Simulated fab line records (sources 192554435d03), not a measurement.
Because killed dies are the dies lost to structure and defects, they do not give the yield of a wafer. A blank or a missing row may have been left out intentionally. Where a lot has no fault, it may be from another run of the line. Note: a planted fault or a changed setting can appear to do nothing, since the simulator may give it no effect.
Chamber matching :: flow n5 finfet :: 4 sister chambers for N5_BEOL_M9_STRIP_67 on rie diel-01
The step strips in CF4. 14 wafers are shown with their chamber, then 7 later ones without.

WAFERS WITH THEIR CHAMBER
wafer: L075.1
chamber: 0
throttle valve pct (%): 13.25
showerhead plenum p Torr (Torr): 1.83
drypump motor current A (A): 6.2

wafer: L075.2
chamber: 2
throttle valve pct (%): 13.78
showerhead plenum p Torr (Torr): 1.85
drypump motor current A (A): 6.0

wafer: L075.4
chamber: 1
throttle valve pct (%): 13.61
showerhead plenum p Torr (Torr): 1.77
drypump motor current A (A): 6.0

wafer: L081.2
chamber: 2
throttle valve pct (%): 13.81
showerhead plenum p Torr (Torr): 1.85
drypump motor current A (A): 6.0

wafer: L081.3
chamber: 1
throttle valve pct (%): 13.64
showerhead plenum p Torr (Torr): 1.77
drypump motor current A (A): 6.1

wafer: L081.5
chamber: 1
throttle valve pct (%): 13.62
showerhead plenum p Torr (Torr): 1.77
drypump motor current A (A): 6.1

wafer: L082.1
chamber: 1
throttle valve pct (%): 13.65
showerhead plenum p Torr (Torr): 1.77
drypump motor current A (A): 6.1

wafer: L082.2
chamber: 0
throttle valve pct (%): 13.31
showerhead plenum p Torr (Torr): 1.82
drypump motor current A (A): 6.2

wafer: L082.3
chamber: 3
throttle valve pct (%): 13.83
showerhead plenum p Torr (Torr): 1.79
drypump motor current A (A): 5.9

wafer: L082.4
chamber: 2
throttle valve pct (%): 13.83
showerhead plenum p Torr (Torr): 1.84
drypump motor current A (A): 6.0

wafer: L082.5
chamber: 1
throttle valve pct (%): 13.65
showerhead plenum p Torr (Torr): 1.77
drypump motor current A (A): 6.1

wafer: L082.6
chamber: 2
throttle valve pct (%): 13.82
showerhead plenum p Torr (Torr): 1.84
drypump motor current A (A): 6.0

wafer: L083.4
chamber: 0
throttle valve pct (%): 13.30
showerhead plenum p Torr (Torr): 1.82
drypump motor current A (A): 6.2

wafer: L083.5
chamber: 1
throttle valve pct (%): 13.67
showerhead plenum p Torr (Torr): 1.77
drypump motor current A (A): 6.1

SIGNATURES (means of the wafers above)
reading: throttle valve pct
chamber 0: 13.2867
chamber 1: 13.6400
chamber 2: 13.8100
chamber 3: 13.8300
scatter within a chamber: 0.0242

reading: showerhead plenum p Torr
chamber 0: 1.8233
chamber 1: 1.7700
chamber 2: 1.8450
chamber 3: 1.7900
scatter within a chamber: 0.00408

reading: drypump motor current A
chamber 0: 6.200
chamber 1: 6.083
chamber 2: 6.000
chamber 3: 5.900
scatter within a chamber: 0.0289
Rule: a wafer lies at a distance from a chamber equal to the root of the sum of squares, over the readings, of (its reading less the chamber's mean, divided by the reading's scatter). If the next closest chamber is less than 2 further off than the closest, the wafer can't be placed; otherwise it belongs to the closest. How the scatter is found: for the shown wafers, subtract from each reading the mean of its chamber, square and add these, divide the total by (wafers less chambers), then take the root.

WAFERS WITH NO CHAMBER GIVEN
wafer: L083.6
throttle valve pct (%): 13.30
showerhead plenum p Torr (Torr): 1.82
drypump motor current A (A): 6.2

wafer: L086.2
throttle valve pct (%): 13.85
showerhead plenum p Torr (Torr): 1.79
drypump motor current A (A): 5.9

wafer: L086.5
throttle valve pct (%): 13.67
showerhead plenum p Torr (Torr): 1.77
drypump motor current A (A): 6.0

wafer: L086.6
throttle valve pct (%): 13.33
showerhead plenum p Torr (Torr): 1.82
drypump motor current A (A): 6.2

wafer: L096.4
throttle valve pct (%): 13.87
showerhead plenum p Torr (Torr): 1.84
drypump motor current A (A): 6.0

wafer: L096.5
throttle valve pct (%): 13.70
showerhead plenum p Torr (Torr): 1.76
drypump motor current A (A): 6.0

wafer: L096.6
throttle valve pct (%): 13.87
showerhead plenum p Torr (Torr): 1.84
drypump motor current A (A): 6.0

EACH ONE'S CHAMBER
wafer: L083.6
from the rows above: 0
in truth: 0

wafer: L086.2
from the rows above: 3
in truth: 3

wafer: L086.5
from the rows above: 1
in truth: 1

wafer: L086.6
from the rows above: 0
in truth: 0

wafer: L096.4
from the rows above: 2
in truth: 2

wafer: L096.5
from the rows above: 1
in truth: 1

wafer: L096.6
from the rows above: 2
in truth: 2
7 of 7 placed correctly. Not placeable from these rows: 0. Wrongly placed: 0.
